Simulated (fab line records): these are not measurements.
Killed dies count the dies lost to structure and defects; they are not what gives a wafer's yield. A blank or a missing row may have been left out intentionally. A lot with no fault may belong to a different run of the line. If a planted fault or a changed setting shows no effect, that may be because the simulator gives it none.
Chamber matching || flow n5-finfet || pecvd-01 running N5_BEOL_M0_SAQP_ILD_DEP_01: 3 sister chambers
The step deposits SiOC from DEMS/O2, target thk 45.419 nm, time 8.7 s. 14 wafers are shown with their chamber, then 7 later ones without.

WAFERS PAIRED WITH THEIR CHAMBERS
{"wafer": "L079.1", "chamber": 0, "throttle-valve-pct (%)": 11.5, "heater-power-w (W)": 459, "showerhead-plenum-p-Torr (Torr)": 5.687}
{"wafer": "L079.3", "chamber": 2, "throttle-valve-pct (%)": 11.6, "heater-power-w (W)": 326, "showerhead-plenum-p-Torr (Torr)": 5.685}
{"wafer": "L079.6", "chamber": 1, "throttle-valve-pct (%)": 13.2, "heater-power-w (W)": 410, "showerhead-plenum-p-Torr (Torr)": 5.697}
{"wafer": "L080.1", "chamber": 2, "throttle-valve-pct (%)": 11.1, "heater-power-w (W)": 400, "showerhead-plenum-p-Torr (Torr)": 5.671}
{"wafer": "L080.2", "chamber": 0, "throttle-valve-pct (%)": 11.5, "heater-power-w (W)": 502, "showerhead-plenum-p-Torr (Torr)": 5.706}
{"wafer": "L080.6", "chamber": 2, "throttle-valve-pct (%)": 11.4, "heater-power-w (W)": 395, "showerhead-plenum-p-Torr (Torr)": 5.678}
{"wafer": "L081.1", "chamber": 0, "throttle-valve-pct (%)": 11.5, "heater-power-w (W)": 531, "showerhead-plenum-p-Torr (Torr)": 5.695}
{"wafer": "L081.4", "chamber": 2, "throttle-valve-pct (%)": 11.8, "heater-power-w (W)": 374, "showerhead-plenum-p-Torr (Torr)": 5.672}
{"wafer": "L081.6", "chamber": 0, "throttle-valve-pct (%)": 11.5, "heater-power-w (W)": 510, "showerhead-plenum-p-Torr (Torr)": 5.680}
{"wafer": "L086.1", "chamber": 0, "throttle-valve-pct (%)": 11.4, "heater-power-w (W)": 531, "showerhead-plenum-p-Torr (Torr)": 5.682}
{"wafer": "L086.3", "chamber": 1, "throttle-valve-pct (%)": 13.4, "heater-power-w (W)": 385, "showerhead-plenum-p-Torr (Torr)": 5.700}
{"wafer": "L086.5", "chamber": 0, "throttle-valve-pct (%)": 11.9, "heater-power-w (W)": 530, "showerhead-plenum-p-Torr (Torr)": 5.689}
{"wafer": "L091.4", "chamber": 0, "throttle-valve-pct (%)": 11.4, "heater-power-w (W)": 468, "showerhead-plenum-p-Torr (Torr)": 5.691}
{"wafer": "L091.5", "chamber": 2, "throttle-valve-pct (%)": 11.8, "heater-power-w (W)": 357, "showerhead-plenum-p-Torr (Torr)": 5.678}

SIGNATURES (means of the wafers above)
{"reading": "throttle-valve-pct", "chamber 0": 11.529, "chamber 1": 13.300, "chamber 2": 11.540, "scatter within a chamber": 0.223}
{"reading": "heater-power-w", "chamber 0": 504.43, "chamber 1": 397.50, "chamber 2": 370.40, "scatter within a chamber": 29.3}
{"reading": "showerhead-plenum-p-Torr", "chamber 0": 5.69000, "chamber 1": 5.69850, "chamber 2": 5.67680, "scatter within a chamber": 0.00731}
Rule: distance of a wafer from a chamber = root of the sum over the readings of ((wafer's reading minus chamber's mean) / reading's scatter) squared. The wafer belongs to the nearest chamber; if the next one is less than 2 further off, it can't be placed. The scatter: take each reading less its chamber's mean, square it, sum over the shown wafers, divide by the number of wafers less the number of chambers, and take the root.

WAFERS MISSING THEIR CHAMBER
{"wafer": "L091.6", "throttle-valve-pct (%)": 13.4, "heater-power-w (W)": 437, "showerhead-plenum-p-Torr (Torr)": 5.704}
{"wafer": "L094.1", "throttle-valve-pct (%)": 11.5, "heater-power-w (W)": 476, "showerhead-plenum-p-Torr (Torr)": 5.687}
{"wafer": "L094.3", "throttle-valve-pct (%)": 11.7, "heater-power-w (W)": 378, "showerhead-plenum-p-Torr (Torr)": 5.667}
{"wafer": "L094.5", "throttle-valve-pct (%)": 11.8, "heater-power-w (W)": 465, "showerhead-plenum-p-Torr (Torr)": 5.695}
{"wafer": "L097.2", "throttle-valve-pct (%)": 11.6, "heater-power-w (W)": 379, "showerhead-plenum-p-Torr (Torr)": 5.670}
{"wafer": "L097.3", "throttle-valve-pct (%)": 11.7, "heater-power-w (W)": 503, "showerhead-plenum-p-Torr (Torr)": 5.691}
{"wafer": "L097.5", "throttle-valve-pct (%)": 11.5, "heater-power-w (W)": 515, "showerhead-plenum-p-Torr (Torr)": 5.676}

EACH ONE'S CHAMBER
{"wafer": "L091.6", "from the rows above": 1, "in truth": 1}
{"wafer": "L094.1", "from the rows above": 0, "in truth": 0}
{"wafer": "L094.3", "from the rows above": 2, "in truth": 2}
{"wafer": "L094.5", "from the rows above": 0, "in truth": 0}
{"wafer": "L097.2", "from the rows above": 2, "in truth": 2}
{"wafer": "L097.3", "from the rows above": 0, "in truth": 0}
{"wafer": "L097.5", "from the rows above": 0, "in truth": 0}
Correct placement for 7 of the 7. Can't be placed from these rows: 0. Number placed wrongly: 0.
